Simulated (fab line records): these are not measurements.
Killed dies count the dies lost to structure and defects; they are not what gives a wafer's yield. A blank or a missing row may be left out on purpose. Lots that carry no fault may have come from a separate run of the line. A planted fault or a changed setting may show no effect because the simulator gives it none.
fab line records | flow nand_harc | part 2 of 2: steps 5 to 6 of 6
[record] lots = 23 | wafers = 69 | last_day = 25
route steps=1159 shown A_ZERO_WELL@403 A_CHANNEL_HOLE_D1@467 A_CHANNEL_FILL_D1@492 A_STAIRCASE@530
lots that met no fault: from a run of the same line without faults
start_h: hours from the record's opening day to when the first of the lot's shown wafers began | wait_h: how many hours have passed since the lot's step before this one | " unchanged from the row above | L1.1+2: one row covering several wafers at once | - no value, or no start given | * or withheld: withheld | < > ~ a bound
route shown NAME@n: NAME is a module with steps in the file, n the number in the route of the first one | usual: the fault-free wafers' mean and standard deviation | same: alike in all rows | chamber/n: place in a boat | sites: each site's reading | _std_site: the values' standard deviation | _edge_site: mean of outer sites minus mean of inner sites | radius_mm: how far each site lies from the wafer's centre | mask NAME#n: copy n | behind: the tool/chamber that last shaped the wafer | hold: why the lot went on hold/how many hours it stayed there/how the hold came to an end | device: whichever transistor did not switch (one of n, p or np) | end of line: at the end of the route, the tests of the same wafers | a step given without rows: its recipe and nothing more | killed: dies lost to structure and defects at the first sort, not the wafer's yield | map: per-die view of a wafer (x killed, . not killed, _ where there is no die)
set.NAME: the setting as run; set.NAME@STEP: as run at that earlier step | model.NAME: the simulator's own value behind a step, which no gauge read
one table for each step of the route and one row for each wafer, over a sample of lots
services: a tool's chamber out of use, with start hour (start_h, from the record's first day; less than 0 if before it), hours out, and reason
[[steps]]
[step NHARC_A_CHANNEL_FILL_D1_ETCHBACK_19]
[recipe] target_depth_a = 50 | time_s = 1.7 | hbr_flow_sccm = 150 | cl2_flow_sccm = 50 | rf_w = 400 | icp_w = 400 | bias_w = 100 | chemistry = HBr/Cl2
[usual] drypump_motor_current_A = 5.9/0.47 | oes_product_au = 0.995/0.011 | throttle_valve_pct = 26.405/0.0093
lot.wafer | tool      | chamber | start_h | wait_h | drypump_motor_current_A | oes_product_au | rf_hours_counter_h | throttle_valve_pct
L076.1    | rie_si-06 | 3       | 219.90  | 0.4    | 6.4                     | 0.988          | 0.3                | 26.404
L076.2    | "         | 0       | "       | "      | 5.2                     | 0.981          | 0.2                | 26.403
L076.5    | "         | 2       | "       | "      | 5.4                     | 0.996          | -                  | 26.387
L074.4    | rie_si-04 | 0       | 223.68  | 0.4    | 6.3                     | 1.001          | 0.9                | 26.405
L074.1    | "         | 2       | "       | "      | 5.8                     | 1.016          | 1.0                | 26.399
L074.3    | "         | 3       | "       | "      | 6.5                     | 1.001          | 0.9                | 26.405
L075.2    | rie_si-05 | 2       | 223.77  | 0.5    | 5.6                     | 0.998          | 1.4                | 26.397
L075.6    | "         | 3       | "       | "      | 5.3                     | 1.009          | -                  | 26.398
L075.5    | "         | 0       | "       | "      | 6.4                     | 0.997          | -                  | 26.421
L078.1    | rie_si-05 | 1       | 228.05  | 0.4    | 6.4                     | 0.995          | 1.1                | 26.398
L078.4    | "         | 2       | "       | "      | 5.6                     | 0.997          | 1.4                | 26.385
L078.5    | "         | 3       | "       | "      | 5.3                     | 1.014          | -                  | 26.422
L077.1    | rie_si-04 | 3       | 228.06  | 0.4    | 6.5                     | 1.002          | 0.9                | 26.414
L077.5    | "         | 0       | "       | "      | 6.3                     | 1.000          | -                  | 26.406
L077.6    | "         | 1       | "       | "      | 5.5                     | 0.987          | -                  | 26.400
L081.2    | rie_si-04 | 0       | 239.46  | 0.4    | 6.3                     | 0.995          | 1.0                | 26.420
L081.1    | "         | 1       | "       | "      | 5.6                     | 1.004          | 1.2                | 26.411
L081.4    | "         | 2       | "       | "      | 5.8                     | 1.014          | 1.1                | 26.419
L080.4    | rie_si-06 | 0       | 239.48  | 0.4    | 5.3                     | 0.979          | 0.4                | 26.407
L080.6    | "         | 2       | "       | "      | 5.3                     | 1.010          | -                  | 26.407
L080.5    | "         | 3       | "       | "      | 6.4                     | 0.993          | -                  | 26.401
L085.2    | rie_si-06 | 3       | 264.22  | 0.4    | 6.4                     | 0.990          | 0.7                | 26.397
L085.3    | "         | 1       | "       | "      | 6.2                     | 0.979          | 0.6                | 26.404
L085.6    | "         | 3       | "       | "      | 6.4                     | 0.984          | -                  | 26.406
L082.2    | rie_si-05 | 3       | 264.26  | 0.4    | 5.3                     | 0.994          | 0.1                | 26.412
L082.6    | "         | 0       | "       | "      | 6.4                     | 0.992          | -                  | 26.418
L082.5    | "         | 1       | "       | "      | 6.4                     | 1.002          | -                  | 26.404
L083.4    | rie_si-06 | 1       | 268.79  | 0.4    | 6.1                     | 0.990          | 0.6                | 26.396
L083.1    | "         | 0       | "       | "      | 5.3                     | 0.984          | 0.6                | 26.401
L083.5    | "         | 1       | "       | "      | 6.1                     | 0.995          | -                  | 26.400
L084.1    | rie_si-05 | 2       | 268.80  | 0.4    | 5.6                     | 0.976          | 0.1                | 26.393
L084.3    | "         | 0       | "       | "      | 6.4                     | 0.988          | 0.2                | 26.407
L084.6    | "         | 2       | "       | "      | 5.6                     | 0.980          | -                  | 26.409
L086.3    | rie_si-05 | 0       | 283.59  | 0.4    | 6.4                     | 0.984          | 0.4                | 26.398
L086.4    | "         | 2       | "       | "      | 5.6                     | 0.987          | 0.2                | 26.410
L086.2    | "         | 3       | "       | "      | 5.3                     | 1.008          | 0.2                | 26.402
L087.4    | rie_si-06 | 2       | 283.62  | 0.4    | 5.4                     | 1.011          | 0.9                | 26.408
L087.2    | "         | 3       | "       | "      | 6.4                     | 0.987          | 0.9                | 26.406
L087.5    | "         | 0       | "       | "      | 5.3                     | 0.990          | -                  | 26.390
L088.3    | rie_si-04 | 0       | 288.79  | 0.4    | 6.4                     | 1.006          | 0.0                | 26.412
L088.6    | "         | 1       | "       | "      | 5.5                     | 0.990          | -                  | 26.411
L088.5    | "         | 2       | "       | "      | 5.8                     | 0.994          | -                  | 26.413
L090.3    | rie_si-04 | 1       | 299.41  | 0.4    | 5.5                     | 0.988          | 0.1                | 26.418
L090.1    | "         | 0       | "       | "      | 6.3                     | 0.998          | 0.1                | 26.396
L090.6    | "         | 2       | "       | "      | 5.8                     | 0.994          | -                  | 26.405
L089.1    | rie_si-06 | 0       | 299.41  | 0.4    | 5.3                     | 0.985          | 1.0                | 26.399
L089.4    | "         | 1       | "       | "      | 6.1                     | 0.988          | 1.0                | 26.419
L089.6    | "         | 3       | "       | "      | 6.4                     | 0.992          | -                  | 26.408
L093.3    | rie_si-05 | 2       | 319.10  | 0.4    | 5.6                     | 0.991          | 0.7                | 26.408
L093.1    | "         | 3       | "       | "      | 5.3                     | 1.006          | 0.6                | 26.395
L093.5    | "         | 1       | "       | "      | 6.4                     | 1.009          | -                  | 26.423
L092.2    | rie_si-06 | 1       | 319.10  | 0.4    | 6.1                     | 0.989          | 1.2                | 26.400
L092.5    | "         | 3       | "       | "      | 6.4                     | 0.983          | -                  | 26.389
L092.6    | "         | 0       | "       | "      | 5.3                     | 0.984          | -                  | 26.410
L094.2    | rie_si-05 | 3       | 323.29  | 0.4    | 5.3                     | 0.994          | 0.7                | 26.404
L094.4    | "         | 0       | "       | "      | 6.4                     | 0.988          | 0.8                | 26.395
L094.3    | "         | 2       | "       | "      | 5.6                     | 0.997          | 0.7                | 26.396
L091.4    | rie_si-04 | 3       | 323.30  | 0.4    | 6.5                     | 1.020          | 0.3                | 26.419
L091.5    | "         | 2       | "       | "      | 5.8                     | 0.999          | -                  | 26.386
L091.6    | "         | 3       | "       | "      | 6.5                     | 1.019          | -                  | 26.416
L095.2    | rie_si-06 | 1       | 327.10  | 0.4    | 6.1                     | 0.997          | 1.3                | 26.401
L095.1    | "         | 2       | "       | "      | 5.4                     | 1.011          | 1.4                | 26.425
L095.6    | "         | 3       | "       | "      | 6.4                     | 0.979          | -                  | 26.400
L096.4    | rie_si-06 | 2       | 334.78  | 0.4    | 5.4                     | 1.004          | 1.4                | 26.394
L096.6    | "         | 3       | "       | "      | 6.4                     | 0.976          | -                  | 26.400
L096.5    | "         | 0       | "       | "      | 5.3                     | 0.991          | -                  | 26.424
L097.2    | rie_si-04 | 1       | 357.26  | 0.4    | 5.5                     | 0.988          | 0.6                | 26.407
L097.6    | "         | 0       | "       | "      | 6.3                     | 0.998          | -                  | 26.413
L097.5    | "         | 1       | "       | "      | 5.5                     | 0.974          | -                  | 26.405
[step NHARC_A_STAIRCASE_DESCUM_168]
[recipe] time_s = 3 | o2_flow_sccm = 200 | ar_flow_sccm = 0 | bias_power_w = 0 | chemistry = O2
[usual] drypump_motor_current_A = 5.9/0.46 | oes_product_au = 0.997/0.0096 | rf_vpp_V = 57.7/0.8 | showerhead_plenum_p_Torr = 1.90/0.059 | throttle_valve_pct = 11.312/0.0086
lot.wafer | tool        | chamber | start_h | wait_h | drypump_motor_current_A | oes_product_au | rf_hours_counter_h | rf_vpp_V | showerhead_plenum_p_Torr | throttle_valve_pct
L076.2    | rie_diel-05 | 2       | 244.67  | -      | 6.7                     | 0.992          | 21                 | 58.2     | 2.00                     | 11.300
L076.1    | "           | 0       | "       | "      | 5.9                     | 0.977          | 27                 | 57.0     | 1.87                     | 11.318
L076.5    | "           | 2       | "       | "      | 6.7                     | 0.991          | -                  | 58.2     | 2.00                     | 11.318
L075.2    | rie_diel-10 | 0       | 249.53  | -      | 5.5                     | 0.998          | 24                 | 57.4     | 1.98                     | 11.303
L075.6    | "           | 1       | "       | "      | 6.7                     | 0.993          | -                  | 56.1     | 1.86                     | 11.324
L075.5    | "           | 2       | "       | "      | 6.3                     | 1.005          | -                  | 57.9     | 1.96                     | 11.300
L078.1    | rie_diel-06 | 1       | 254.37  | -      | 5.8                     | 0.996          | 1                  | 58.0     | 1.91                     | 11.325
L078.4    | "           | 2       | "       | "      | 5.4                     | 0.998          | 1                  | 58.3     | 1.86                     | 11.316
L078.5    | "           | 2       | "       | "      | 5.4                     | 1.000          | -                  | 57.5     | 1.86                     | 11.307
L074.3    | rie_diel-05 | 3       | 254.53  | -      | 5.7                     | 0.981          | 29                 | 57.7     | 1.84                     | 11.314
L074.1    | "           | 1       | "       | "      | 5.3                     | 1.000          | 25                 | 56.4     | 1.82                     | 11.316
L074.4    | "           | 2       | "       | "      | 6.7                     | 0.984          | 26                 | 58.2     | 2.00                     | 11.310
L077.1    | rie_diel-06 | 3       | 254.69  | -      | 6.1                     | 1.008          | 1                  | 57.9     | 1.96                     | 11.321
L077.5    | "           | 3       | "       | "      | 6.1                     | 0.999          | -                  | 58.9     | 1.96                     | 11.317
L077.6    | "           | 0       | "       | "      | 6.2                     | 1.000          | -                  | 58.5     | 1.96                     | 11.310
L081.2    | rie_diel-06 | 1       | 264.86  | -      | 5.7                     | 0.993          | 8                  | 57.9     | 1.91                     | 11.310
L081.4    | "           | 2       | "       | "      | 5.4                     | 0.995          | 8                  | 57.1     | 1.86                     | 11.311
L081.1    | "           | 0       | "       | "      | 6.2                     | 1.005          | 8                  | 57.9     | 1.95                     | 11.328
L080.4    | rie_diel-06 | 0       | 265.02  | -      | 6.2                     | 0.998          | 8                  | 59.4     | 1.95                     | 11.322
L080.6    | "           | 0       | "       | "      | 6.2                     | 0.987          | -                  | 58.3     | 1.95                     | 11.324
L080.5    | "           | 1       | "       | "      | 5.7                     | 0.988          | -                  | 57.9     | 1.91                     | 11.317
L085.2    | rie_diel-06 | 1       | 289.12  | -      | 5.7                     | 0.994          | 16                 | 58.1     | 1.91                     | 11.290
L085.3    | "           | 0       | "       | "      | 6.2                     | 1.003          | 17                 | 58.0     | 1.95                     | 11.327
L085.6    | "           | 1       | "       | "      | 5.7                     | 0.999          | -                  | 57.1     | 1.91                     | 11.326
L082.2    | rie_diel-05 | 2       | 289.30  | -      | 6.7                     | 0.988          | 40                 | 59.3     | 2.00                     | 11.309
L082.6    | "           | 1       | "       | "      | 5.3                     | 1.008          | -                  | 57.7     | 1.82                     | 11.316
L082.5    | "           | 2       | "       | "      | 6.7                     | 0.990          | -                  | 57.4     | 2.00                     | 11.306
L083.4    | rie_diel-06 | 0       | 293.57  | -      | 6.2                     | 1.009          | 18                 | 58.5     | 1.95                     | 11.307
L083.1    | "           | 2       | "       | "      | 5.4                     | 0.997          | 17                 | 57.3     | 1.86                     | 11.324
L083.5    | "           | 1       | "       | "      | 5.8                     | 1.010          | -                  | 58.1     | 1.91                     | 11.303
L084.1    | rie_diel-05 | 1       | 293.73  | -      | 5.3                     | 1.012          | 39                 | 56.5     | 1.82                     | 11.319
L084.3    | "           | 2       | "       | "      | 6.7                     | 0.991          | 41                 | 57.7     | 2.00                     | 11.321
L084.6    | "           | 2       | "       | "      | 6.7                     | 1.000          | -                  | 57.6     | 2.00                     | 11.308
L087.4    | rie_diel-05 | 2       | 308.94  | -      | 6.7                     | 1.000          | 47                 | 58.5     | 1.99                     | 11.327
L087.2    | "           | 0       | "       | "      | 5.9                     | 0.994          | 51                 | 56.3     | 1.87                     | 11.300
L087.5    | "           | 1       | "       | "      | 5.3                     | 1.015          | -                  | 58.3     | 1.82                     | 11.321
L086.4    | rie_diel-06 | 2       | 309.23  | -      | 5.4                     | 1.010          | 22                 | 57.1     | 1.86                     | 11.314
L086.2    | "           | 3       | "       | "      | 6.1                     | 0.998          | 25                 | 58.2     | 1.95                     | 11.298
L086.3    | "           | 1       | "       | "      | 5.7                     | 0.997          | 23                 | 56.6     | 1.90                     | 11.318
L088.3    | rie_diel-06 | 3       | 313.67  | -      | 6.1                     | 1.001          | 26                 | 56.0     | 1.95                     | 11.309
L088.5    | "           | 2       | "       | "      | 5.4                     | 0.983          | -                  | 57.0     | 1.86                     | 11.301
L088.6    | "           | 3       | "       | "      | 6.2                     | 0.992          | -                  | 58.1     | 1.95                     | 11.310
L089.4    | rie_diel-10 | 3       | 324.77  | -      | 5.2                     | 1.012          | 55                 | 57.8     | 1.83                     | 11.311
L089.1    | "           | 2       | "       | "      | 6.2                     | 1.012          | 51                 | 58.0     | 1.95                     | 11.310
L089.6    | "           | 0       | "       | "      | 5.4                     | 1.002          | -                  | 58.4     | 1.97                     | 11.315
L090.1    | rie_diel-05 | 2       | 324.78  | -      | 6.7                     | 0.982          | 53                 | 58.0     | 1.99                     | 11.303
L090.3    | "           | 1       | "       | "      | 5.2                     | 0.999          | 51                 | 56.7     | 1.82                     | 11.325
L090.6    | "           | 2       | "       | "      | 6.7                     | 0.993          | -                  | 56.7     | 1.99                     | 11.310
L093.3    | rie_diel-06 | 0       | 344.55  | -      | 6.2                     | 1.003          | 39                 | 58.5     | 1.94                     | 11.317
L093.1    | "           | 1       | "       | "      | 5.7                     | 0.995          | 36                 | 56.6     | 1.90                     | 11.327
L093.5    | "           | 1       | "       | "      | 5.7                     | 0.998          | -                  | 57.1     | 1.90                     | 11.314
L092.2    | rie_diel-06 | 1       | 344.91  | -      | 5.8                     | 1.010          | 36                 | 57.9     | 1.90                     | 11.306
L092.5    | "           | 2       | "       | "      | 5.4                     | 1.011          | -                  | 56.6     | 1.85                     | 11.308
L092.6    | "           | 3       | "       | "      | 6.1                     | 1.007          | -                  | 57.3     | 1.95                     | 11.321
L091.4    | rie_diel-10 | 1       | 348.36  | -      | 6.7                     | 0.999          | 58                 | 57.2     | 1.85                     | 11.302
L091.6    | "           | 0       | "       | "      | 5.5                     | 0.998          | -                  | 59.0     | 1.97                     | 11.315
L091.5    | "           | 1       | "       | "      | 6.7                     | 0.995          | -                  | 56.6     | 1.85                     | 11.312
L095.1    | rie_diel-05 | 3       | 351.96  | -      | 5.7                     | 0.981          | 1                  | 57.2     | 1.83                     | 11.315
L095.2    | "           | 0       | "       | "      | 5.9                     | 0.989          | 1                  | 57.8     | 1.86                     | 11.311
L095.6    | "           | 2       | "       | "      | 6.7                     | 0.996          | -                  | 56.7     | 1.99                     | 11.305
L094.3    | rie_diel-10 | 0       | 352.13  | -      | 5.4                     | 0.993          | 62                 | 58.8     | 1.97                     | 11.315
L094.2    | "           | 2       | "       | "      | 6.2                     | 1.027          | 61                 | 57.3     | 1.95                     | 11.299
L094.4    | "           | 3       | "       | "      | 5.2                     | 0.991          | 65                 | 58.0     | 1.83                     | 11.316
L096.6    | rie_diel-05 | 3       | 360.01  | -      | 5.7                     | 0.985          | -                  | 55.6     | 1.83                     | 11.330
L096.5    | "           | 0       | "       | "      | 5.8                     | 0.992          | -                  | 58.2     | 1.86                     | 11.307
L096.4    | "           | 1       | "       | "      | 5.3                     | 1.008          | -                  | 57.2     | 1.81                     | 11.319
L097.2    | rie_diel-05 | 1       | 383.94  | -      | 5.3                     | 1.005          | 17                 | 57.5     | 1.81                     | 11.297
L097.5    | "           | 2       | "       | "      | 6.7                     | 1.002          | -                  | 57.8     | 1.99                     | 11.329
L097.6    | "           | 3       | "       | "      | 5.7                     | 0.984          | -                  | 57.7     | 1.83                     | 11.313
[[services]]
tool        | chamber | start_h | hours | kind
rie_diel-08 | -       | 124.80  | 9.0   | pm
rie_diel-06 | 1       | 127.19  | 12.3  | repair
rie_diel-05 | -       | 128.15  | 0.9   | repair
rie_diel-01 | -       | 137.80  | 9.0   | pm
rie_diel-05 | -       | 164.57  | 9.0   | pm
rie_diel-06 | 2       | 165.12  | 11.5  | repair
rie_diel-08 | 1       | 167.63  | 7.8   | repair
rie_diel-08 | -       | 174.69  | 0.3   | repair
rie_diel-11 | 2       | 177.87  | 12.9  | repair
rie_si-06   | -       | 183.00  | 9.0   | pm
ald_hk-04   | -       | 186.00  | 10.0  | pm
ald_hk-02   | -       | 192.19  | 0.7   | repair
rie_diel-11 | -       | 193.55  | 9.0   | pm
rie_diel-08 | 2       | 205.30  | 2.0   | repair
rie_diel-06 | -       | 241.24  | 9.0   | pm
rie_diel-08 | -       | 243.84  | 1.2   | repair
rie_diel-08 | -       | 278.43  | 1.9   | repair
rie_diel-08 | 3       | 295.29  | 2.4   | repair
rie_diel-08 | -       | 301.80  | 9.0   | pm
xsem-02     | -       | 302.00  | 14.0  | pm
rie_diel-11 | 1       | 306.44  | 8.1   | repair
rie_diel-11 | 2       | 320.54  | 7.2   | repair
ald_hk-02   | -       | 320.77  | 0.9   | repair
rie_diel-11 | -       | 370.55  | 9.0   | pm
